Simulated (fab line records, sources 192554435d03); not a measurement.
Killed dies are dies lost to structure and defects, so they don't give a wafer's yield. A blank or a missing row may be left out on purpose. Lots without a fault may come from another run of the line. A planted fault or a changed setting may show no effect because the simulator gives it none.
A struck lot beside a sound one | flow n5_finfet | 18 steps out of a route of 1938
Sound: wafers L836.2, L836.3, L836.4. Struck: wafer L851.4. (L851.3 of the same lot was not struck and is left out.) The cause comes at the end.
At each step with rows: each side's tool, then ch and its chambers, then its first start. Under that, the readings that differ: sound wafers | struck wafers | difference of the means | sigmas: that difference in standard deviations of wafers without a fault.
alike: readings whose means differ by less than 2 such deviations, and words and numbers that are the same on both sides. not compared: withheld readings, readings that some wafer has no value for, bounds like >300 that may hide the same value, and numbers for which the record gives no deviation and whose values overlap.
The two part at a step that has a row with sigmas, a row that says differs or no value, or rows on one side only. Numbers that don't overlap but have no deviation are shown without sigmas and don't part them. A reading that every wafer of one side lacks parts them only if that side has two wafers or more.

first, 4 steps without rows for these wafers: N5_BEOL_M1_SOFTBAKE_23 (time 60 s); N5_BEOL_M1_EXPOSE_25 (exposes mask V0, defocus 5 nm, target cd 24 nm); N5_BEOL_M1_PEB_26 (peb time 60 s); N5_BEOL_M1_DEVELOP_27 (develop time 30 s).
N5_BEOL_M1_CD_MEAS_28: target cd y 23.3 nm.
  sound on cd_sem-03 ch 0, day 6 09:57; struck on cd_sem-01 ch 0, day 10 15:23
  alike: cd_nm
N5_BEOL_M1_OVL_MEAS_29:
  sound on overlay-01 ch 0, day 6 09:59; struck on overlay-01 ch 0, day 10 15:25
  alike: V0_OVL
N5_BEOL_M1_INSPECT_30: inspects for defects (brightfield).
  sound on defect_inspect-02, day 6 10:02; struck on defect_inspect-02, day 10 15:28
  alike: raw_defect_count
N5_BEOL_M1_DESCUM_33: chemistry O2, time 7 s.
  sound on rie_diel-02 ch 0,1,2, day 6 10:05; struck on rie_diel-02 ch 0, day 10 15:30
  reading                | sound      | struck | difference | sigmas
  rf_hours_counter_h (h) | 180 59 133 | 213    | +89        |
  alike: drypump_motor_current_A, oes_product_au, rf_vpp_V, showerhead_plenum_p_Torr, throttle_valve_pct
N5_BEOL_M1_ETCH_77: etches underlayer in N2/H2, target depth 6.5 nm, time 5.2 s.
  sound on rie_diel-02 ch 0,1,2, day 6 10:07; struck on rie_diel-02 ch 0, day 10 15:32
  reading                | sound      | struck | difference | sigmas
  rf_hours_counter_h (h) | 180 59 133 | 213    | +89        |
  alike: drypump_motor_current_A, etch_rf_on_time_s, oes_product_au, rf_vpp_V, showerhead_plenum_p_Torr, throttle_valve_pct
N5_BEOL_M1_ETCH_69: etches SiARC in CF4, target depth 15.6 nm, time 26 s.
  sound on rie_diel-02 ch 0,1,2, day 6 10:08; struck on rie_diel-02 ch 0, day 10 15:34
  reading                | sound          | struck | difference | sigmas
  etch_rf_on_time_s (s)  | 26.1 25.0 25.4 | 26.6   | +1.1       | +3
  rf_hours_counter_h (h) | 180 59 133     | 213    | +89        |
  alike: drypump_motor_current_A, oes_product_au, rf_vpp_V, showerhead_plenum_p_Torr, throttle_valve_pct
N5_BEOL_M1_ALD_98: deposits SiO2, target thk 2.5 nm, pulse time 1 s, co reactant pulse time 1 s.
  sound on ald_sin-02 ch 0,1,3, day 6 10:17; struck on ald_sin-02 ch 0, day 10 15:38
  alike: heater_power_w, precursor_pulse_height_rel
N5_BEOL_M1_ETCHBACK_99: etches SiO2 in CHF3, target depth 5 nm, time 10.4 s.
  sound on rie_diel-02 ch 0,1,2, day 6 10:37; struck on rie_diel-01 ch 2, day 11 04:07
  reading                         | sound          | struck | difference | sigmas
  showerhead_plenum_p_Torr (Torr) | 2.26 2.23 2.28 | 2.14   | -0.12      | -2
  alike: drypump_motor_current_A, oes_product_au, rf_vpp_V, throttle_valve_pct
  not compared: rf_hours_counter_h
N5_BEOL_M1_ETCH_70: etches SOC in N2/H2, target depth 80 nm, overetch 16 nm, time 120 s.
  sound on rie_diel-02 ch 0,1,2, day 6 10:39; struck on rie_diel-01 ch 2, day 11 04:08
  reading                                    | sound       | struck | difference | sigmas
  model.SiARC_of_BEOL_M1_COAT_68.thk_nm (nm) | 6.4 6.4 6.2 | 7.6    | +1.3       |
  alike: drypump_motor_current_A, oes_product_au, rf_vpp_V, showerhead_plenum_p_Torr, throttle_valve_pct
  not compared: rf_hours_counter_h
then, 2 steps without rows for these wafers: N5_BEOL_M1_STRIP_71 (strips in N2/H2); N5_BEOL_M1_STRIP_78 (strips in N2/H2).
N5_BEOL_M1_VIA_ETCH_34: etches the open film in C4F6/O2, target depth 67.8 nm, time 64.4 s.
  sound on rie_diel-02 ch 0,1,2, day 6 10:45; struck on rie_diel-01 ch 2, day 11 04:14
  reading                  | sound          | struck | difference | sigmas
  model.BEOL_M1.cd_nm (nm) | 17.6 17.8 18.2 | 17.4   | -0.5       |
  alike: drypump_motor_current_A, oes_product_au, rf_vpp_V, showerhead_plenum_p_Torr, throttle_valve_pct
  not compared: rf_hours_counter_h
then, 1 step without rows for these wafers: N5_BEOL_M1_STRIP_83 (strips in C4F6/O2).
-- the record jumps here: 4 days lie between the struck wafers' starts before and after (it left off in module BEOL_M1 and takes up again in module BEOL_M4, whose first step shown is number 1111 of the route) --
N5_BEOL_M4_RC_MEAS_101:
  sound on prober-01 ch 0, day 8 23:43; struck on prober-01 ch 0, day 14 17:29
  alike: DIBL_N, DIBL_P, IOFF_N, IOFF_P, ION_N, ION_P, SS_N, SS_P, VT_N, VT_P

WHERE THEY PART
First at N5_BEOL_M1_ETCH_69; last, within this record, at N5_BEOL_M1_ETCHBACK_99. Later steps at which nothing parts them and some readings are alike: N5_BEOL_M1_ETCH_70, N5_BEOL_M1_VIA_ETCH_34, N5_BEOL_M4_RC_MEAS_101.

WHY: what the simulator had put in
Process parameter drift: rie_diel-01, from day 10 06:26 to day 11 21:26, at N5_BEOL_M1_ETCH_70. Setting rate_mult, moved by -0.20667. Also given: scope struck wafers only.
